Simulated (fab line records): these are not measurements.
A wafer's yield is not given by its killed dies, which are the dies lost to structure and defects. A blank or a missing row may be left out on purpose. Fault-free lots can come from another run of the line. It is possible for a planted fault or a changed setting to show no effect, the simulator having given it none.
Chamber matching + flow n5-finfet + ald-metal-04 running N5_BEOL_M8_ALD_77: 4 sister chambers
The step deposits TaN, target thk 2 nm, pulse time 2 s, purge time 3 s. 8 wafers are shown with their chamber, then 9 later ones without.

== WAFERS WITH THEIR CHAMBER ==
| wafer  | chamber | heater-power-w (W) | heater-power-outer-w (W) |
|--------|---------|--------------------|--------------------------|
| L090.1 | 1       | 418                | 227                      |
| L090.6 | 3       | 361                | 206                      |
| L091.1 | 2       | 420                | 225                      |
| L091.3 | 1       | 403                | 230                      |
| L091.4 | 0       | 360                | 197                      |
| L089.1 | 0       | 363                | 199                      |
| L089.4 | 2       | 406                | 222                      |
| L089.6 | 3       | 352                | 203                      |

== WAFERS WHOSE CHAMBER IS MISSING ==
| wafer  | heater-power-w (W) | heater-power-outer-w (W) |
|--------|--------------------|--------------------------|
| L094.2 | 353                | 202                      |
| L094.3 | 413                | 230                      |
| L094.5 | 401                | 220                      |
| L096.2 | 360                | 201                      |
| L096.3 | 360                | 204                      |
| L096.4 | 409                | 219                      |
| L097.2 | 401                | 229                      |
| L097.3 | 352                | 207                      |
| L097.6 | 411                | 228                      |

== THE CHAMBER EACH PASSED THROUGH ==
| wafer  | from the rows above     | in truth                   |
|--------|-------------------------|----------------------------|
| L094.2 | can't be placed: 3 or 0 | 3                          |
| L094.3 | 1                       | 1                          |
| L094.5 | 2                       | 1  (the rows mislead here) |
| L096.2 | can't be placed: 0 or 3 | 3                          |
| L096.3 | 3                       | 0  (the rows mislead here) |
| L096.4 | 2                       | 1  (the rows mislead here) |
| L097.2 | can't be placed: 1 or 2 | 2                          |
| L097.3 | 3                       | 3                          |
| L097.6 | 1                       | 1                          |
Placed correctly: 3 of 9. Unplaceable from these rows: 3, with the true chamber sitting among the candidates in 3. Number placed wrongly: 3.
How it was worked out, from the rows above alone: a wafer's distance from a chamber is the root of the sum, over the readings, of the square of ((its reading less the chamber's mean) divided by the reading's scatter). If the next closest chamber is less than 2 further off than the closest, the wafer can't be placed; otherwise it belongs to the closest. Each chamber's mean is taken over the wafers shown for it. How the scatter is found: for the shown wafers, subtract from each reading the mean of its chamber, square and add these, divide the total by (wafers less chambers), then take the root.
